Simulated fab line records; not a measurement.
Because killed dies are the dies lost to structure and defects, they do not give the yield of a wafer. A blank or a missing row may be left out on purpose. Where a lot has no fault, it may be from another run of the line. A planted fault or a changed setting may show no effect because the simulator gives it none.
Chamber matching :: flow nand-harc :: NHARC_A_STAIRCASE_DESCUM_168 on rie-diel-12 has 4 sister chambers
The step chemistry O2, time 3 s. 18 wafers are shown with their chamber, then 9 later ones without.

## WAFERS PAIRED WITH THEIR CHAMBERS
wafer: L074.2
chamber: 1
showerhead-plenum-p-Torr (Torr): 2.02
drypump-motor-current-A (A): 5.2
oes-product-au (a.u.): 0.996

wafer: L074.3
chamber: 0
showerhead-plenum-p-Torr (Torr): 2.07
drypump-motor-current-A (A): 5.6
oes-product-au (a.u.): 0.999

wafer: L074.6
chamber: 1
showerhead-plenum-p-Torr (Torr): 2.02
drypump-motor-current-A (A): 5.2
oes-product-au (a.u.): 0.993

wafer: L074.1
chamber: 2
showerhead-plenum-p-Torr (Torr): 1.78
drypump-motor-current-A (A): 4.8
oes-product-au (a.u.): 1.000

wafer: L074.4
chamber: 3
showerhead-plenum-p-Torr (Torr): 2.07
drypump-motor-current-A (A): 5.4
oes-product-au (a.u.): 1.001

wafer: L074.5
chamber: 2
showerhead-plenum-p-Torr (Torr): 1.78
drypump-motor-current-A (A): 4.8
oes-product-au (a.u.): 1.001

wafer: L076.2
chamber: 1
showerhead-plenum-p-Torr (Torr): 2.01
drypump-motor-current-A (A): 5.2
oes-product-au (a.u.): 1.007

wafer: L076.5
chamber: 1
showerhead-plenum-p-Torr (Torr): 2.01
drypump-motor-current-A (A): 5.2
oes-product-au (a.u.): 1.003

wafer: L076.6
chamber: 0
showerhead-plenum-p-Torr (Torr): 2.07
drypump-motor-current-A (A): 5.6
oes-product-au (a.u.): 0.991

wafer: L078.3
chamber: 3
showerhead-plenum-p-Torr (Torr): 2.07
drypump-motor-current-A (A): 5.4
oes-product-au (a.u.): 1.010

wafer: L078.4
chamber: 1
showerhead-plenum-p-Torr (Torr): 2.01
drypump-motor-current-A (A): 5.2
oes-product-au (a.u.): 1.003

wafer: L078.5
chamber: 2
showerhead-plenum-p-Torr (Torr): 1.78
drypump-motor-current-A (A): 4.8
oes-product-au (a.u.): 1.004

wafer: L080.1
chamber: 0
showerhead-plenum-p-Torr (Torr): 2.07
drypump-motor-current-A (A): 5.6
oes-product-au (a.u.): 1.001

wafer: L080.5
chamber: 2
showerhead-plenum-p-Torr (Torr): 1.78
drypump-motor-current-A (A): 4.8
oes-product-au (a.u.): 0.997

wafer: L080.6
chamber: 3
showerhead-plenum-p-Torr (Torr): 2.07
drypump-motor-current-A (A): 5.4
oes-product-au (a.u.): 1.003

wafer: L083.2
chamber: 1
showerhead-plenum-p-Torr (Torr): 2.01
drypump-motor-current-A (A): 5.2
oes-product-au (a.u.): 1.019

wafer: L083.3
chamber: 3
showerhead-plenum-p-Torr (Torr): 2.07
drypump-motor-current-A (A): 5.4
oes-product-au (a.u.): 1.009

wafer: L083.4
chamber: 3
showerhead-plenum-p-Torr (Torr): 2.07
drypump-motor-current-A (A): 5.3
oes-product-au (a.u.): 1.009

SIGNATURES (means of the wafers above)
reading: showerhead-plenum-p-Torr
chamber 0: 2.0700
chamber 1: 2.0133
chamber 2: 1.7800
chamber 3: 2.0700
scatter within a chamber: 0.00309

reading: drypump-motor-current-A
chamber 0: 5.600
chamber 1: 5.200
chamber 2: 4.800
chamber 3: 5.380
scatter within a chamber: 0.0239

reading: oes-product-au
chamber 0: 0.99700
chamber 1: 1.00350
chamber 2: 1.00050
chamber 3: 1.00640
scatter within a chamber: 0.00637
Rule: for each reading, subtract the chamber's mean from the wafer's reading, divide by that reading's scatter and square the result; add these up over the readings and take the root, which gives the wafer's distance from the chamber. The wafer belongs to the nearest chamber; if the next one is less than 2 further off, it can't be placed. The scatter: the root of (the sum of the squares of (reading less its chamber's mean) over the shown wafers, divided by (wafers less chambers)).

## WAFERS WHOSE CHAMBER IS MISSING
wafer: L085.2
showerhead-plenum-p-Torr (Torr): 2.01
drypump-motor-current-A (A): 5.2
oes-product-au (a.u.): 1.012

wafer: L085.3
showerhead-plenum-p-Torr (Torr): 2.06
drypump-motor-current-A (A): 5.6
oes-product-au (a.u.): 1.002

wafer: L085.4
showerhead-plenum-p-Torr (Torr): 2.06
drypump-motor-current-A (A): 5.3
oes-product-au (a.u.): 1.002

wafer: L085.1
showerhead-plenum-p-Torr (Torr): 1.78
drypump-motor-current-A (A): 4.9
oes-product-au (a.u.): 1.007

wafer: L085.5
showerhead-plenum-p-Torr (Torr): 2.06
drypump-motor-current-A (A): 5.6
oes-product-au (a.u.): 1.006

wafer: L085.6
showerhead-plenum-p-Torr (Torr): 2.01
drypump-motor-current-A (A): 5.2
oes-product-au (a.u.): 1.011

wafer: L091.1
showerhead-plenum-p-Torr (Torr): 2.00
drypump-motor-current-A (A): 5.2
oes-product-au (a.u.): 1.012

wafer: L091.5
showerhead-plenum-p-Torr (Torr): 1.77
drypump-motor-current-A (A): 4.9
oes-product-au (a.u.): 1.007

wafer: L091.6
showerhead-plenum-p-Torr (Torr): 2.06
drypump-motor-current-A (A): 5.4
oes-product-au (a.u.): 1.006

## WHICH CHAMBER EACH WENT THROUGH
wafer: L085.2
from the rows above: 1
in truth: 1

wafer: L085.3
from the rows above: 0
in truth: 0

wafer: L085.4
from the rows above: 3
in truth: 3

wafer: L085.1
from the rows above: 2
in truth: 2

wafer: L085.5
from the rows above: 0
in truth: 0

wafer: L085.6
from the rows above: 1
in truth: 1

wafer: L091.1
from the rows above: 1
in truth: 1

wafer: L091.5
from the rows above: 2
in truth: 2

wafer: L091.6
from the rows above: 3
in truth: 3
Correct placement for 9 of the 9. From these rows, 0 cannot be placed. Number placed wrongly: 0.
